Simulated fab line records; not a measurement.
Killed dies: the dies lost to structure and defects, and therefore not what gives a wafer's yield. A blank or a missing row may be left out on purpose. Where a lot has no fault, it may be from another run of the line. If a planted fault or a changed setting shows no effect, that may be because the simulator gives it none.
Matching of chambers -- flow n5 finfet -- N5_BEOL_M1_ILD_DEP_00 on pecvd-04 has 3 sister chambers
The step deposits SiOC from DEMS/O2, target thk 79 nm, time 15.3 s. 6 wafers are shown with their chamber, then 8 later ones without.

WAFERS, EACH WITH ITS CHAMBER
wafer,chamber,showerhead vpp V (V),throttle valve pct (%)
L076.6,1,1415,12.4
L083.6,1,1390,12.0
L084.3,2,1332,10.7
L084.4,0,1471,12.4
L084.6,2,1327,10.9
L089.1,0,1478,12.1

WAFERS WITHOUT THEIR CHAMBER
wafer,showerhead vpp V (V),throttle valve pct (%)
L089.4,1384,12.3
L089.6,1331,10.9
L095.2,1481,12.3
L095.5,1410,12.2
L095.6,1486,12.3
L097.2,1325,10.9
L097.3,1490,12.3
L097.6,1477,12.3

EACH ONE'S CHAMBER
wafer,from the rows above,in truth
L089.4,1,1
L089.6,2,2
L095.2,0,0
L095.5,1,1
L095.6,0,0
L097.2,2,2
L097.3,0,0
L097.6,0,0
Placed correctly: 8 of 8. From these rows, 0 cannot be placed. Wrongly placed: 0.
How it was worked out, from the rows above alone: a wafer's distance from a chamber is the root of the sum, over the readings, of the square of ((its reading less the chamber's mean) divided by the reading's scatter). The wafer belongs to the nearest chamber; if the next one is less than 2 further off, it can't be placed. The mean given for a chamber averages the wafers shown for that chamber. How the scatter is found: for the shown wafers, subtract from each reading the mean of its chamber, square and add these, divide the total by (wafers less chambers), then take the root.
